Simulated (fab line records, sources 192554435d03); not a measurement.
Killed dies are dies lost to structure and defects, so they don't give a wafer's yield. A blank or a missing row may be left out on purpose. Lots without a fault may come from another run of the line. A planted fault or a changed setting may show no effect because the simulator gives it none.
A struck lot beside a sound one | flow n5_finfet | 16 steps out of a route of 1938
Sound: wafers L379.2, L379.4, L379.5. Struck: wafers L391.3, L391.5, L391.6. The cause comes at the end.
At each step with rows: each side's tool, then ch and its chambers, then its first start. Under that, the readings that differ: sound wafers | struck wafers | difference of the means | sigmas: that difference in standard deviations of wafers without a fault.
alike: readings whose means differ by less than 2 such deviations, and words and numbers that are the same on both sides. not compared: withheld readings, readings that some wafer has no value for, bounds like >300 that may hide the same value, and numbers for which the record gives no deviation and whose values overlap.
The two part at a step that has a row with sigmas, a row that says differs or no value, or rows on one side only. Numbers that don't overlap but have no deviation are shown without sigmas and don't part them. A reading that every wafer of one side lacks parts them only if that side has two wafers or more.

first, 8 steps without rows for these wafers: N5_SDB_COAT_03 (time 60 s, resist thk 100 nm); N5_SDB_COAT_04 (time 60 s, resist thk 18 nm); N5_SDB_COAT_05 (resist thk 90 nm); N5_SDB_EBR_07; N5_SDB_SOFTBAKE_06 (time 60 s); N5_SDB_EXPOSE_08 (exposes mask SDB); N5_SDB_PEB_09 (peb time 60 s); N5_SDB_DEVELOP_10 (develop time 30 s).
N5_SDB_CD_MEAS_11: target cd 50 nm.
  sound on cd_sem-03 ch 0, day 3 19:10; struck on cd_sem-03 ch 0, day 6 18:40
  alike: cd_nm
N5_SDB_OVL_MEAS_12:
  sound on overlay-02 ch 0, day 3 19:12; struck on overlay-02 ch 0, day 6 18:41
  alike: SDB_OVL
N5_SDB_INSPECT_13: inspects for defects (brightfield).
  sound on defect_inspect-01, day 3 19:14; struck on defect_inspect-01, day 6 18:43
  alike: raw_defect_count
N5_SDB_DESCUM_16: chemistry O2, time 7.9 s.
  sound on rie_diel-03 ch 0,1, day 3 19:16; struck on rie_diel-05 ch 0,1,2, day 6 18:45
  alike: drypump_motor_current_A, oes_product_au, rf_vpp_V, showerhead_plenum_p_Torr, throttle_valve_pct
  not compared: rf_hours_counter_h
N5_SDB_ETCH_17: etches SiARC in CF4, target depth 23.4 nm, time 39 s.
  sound on rie_diel-03 ch 0,1, day 3 19:18; struck on rie_diel-05 ch 0,1,2, day 6 18:47
  reading      | sound             | struck            | difference | sigmas
  bias_w (W)   | 35.92 35.97 35.85 | 38.60 38.32 38.32 | +2.50      | +23
  rf_vpp_V (V) | 184.1 186.6 183.9 | 191.4 192.2 191.2 | +6.7       | +6
  alike: drypump_motor_current_A, etch_rf_on_time_s, oes_product_au, showerhead_plenum_p_Torr, throttle_valve_pct
  not compared: rf_hours_counter_h
N5_SDB_ETCH_18: etches SOC in N2/H2, target depth 100 nm, overetch 20 nm, time 150 s.
  sound on rie_diel-03 ch 0,1, day 3 19:20; struck on rie_diel-05 ch 0,1,2, day 6 18:49
  alike: bias_w, drypump_motor_current_A, oes_product_au, rf_vpp_V, showerhead_plenum_p_Torr, throttle_valve_pct
  not compared: rf_hours_counter_h
-- the record jumps here: 4 days lie between the struck wafers' starts before and after (it left off in module SDB and takes up again in module BEOL_M4, whose first step shown is number 1111 of the route) --
N5_BEOL_M4_RC_MEAS_101:
  sound on prober-02 ch 0, day 7 15:19; struck on prober-01 ch 0, day 11 02:27
  alike: DIBL_N, DIBL_P, IOFF_N, IOFF_P, ION_N, ION_P, SS_N, SS_P, VT_N, VT_P
then, 1 step without rows for these wafers: N5_PASSIVATION_PROBE_49.

WHERE THEY PART
Only at N5_SDB_ETCH_17, within this record. Later steps at which nothing parts them and some readings are alike: N5_SDB_ETCH_18, N5_BEOL_M4_RC_MEAS_101.

WHY: what the simulator had put in
Process parameter drift: rie_diel-05, from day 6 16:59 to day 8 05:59, at N5_SDB_ETCH_17. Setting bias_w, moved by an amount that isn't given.
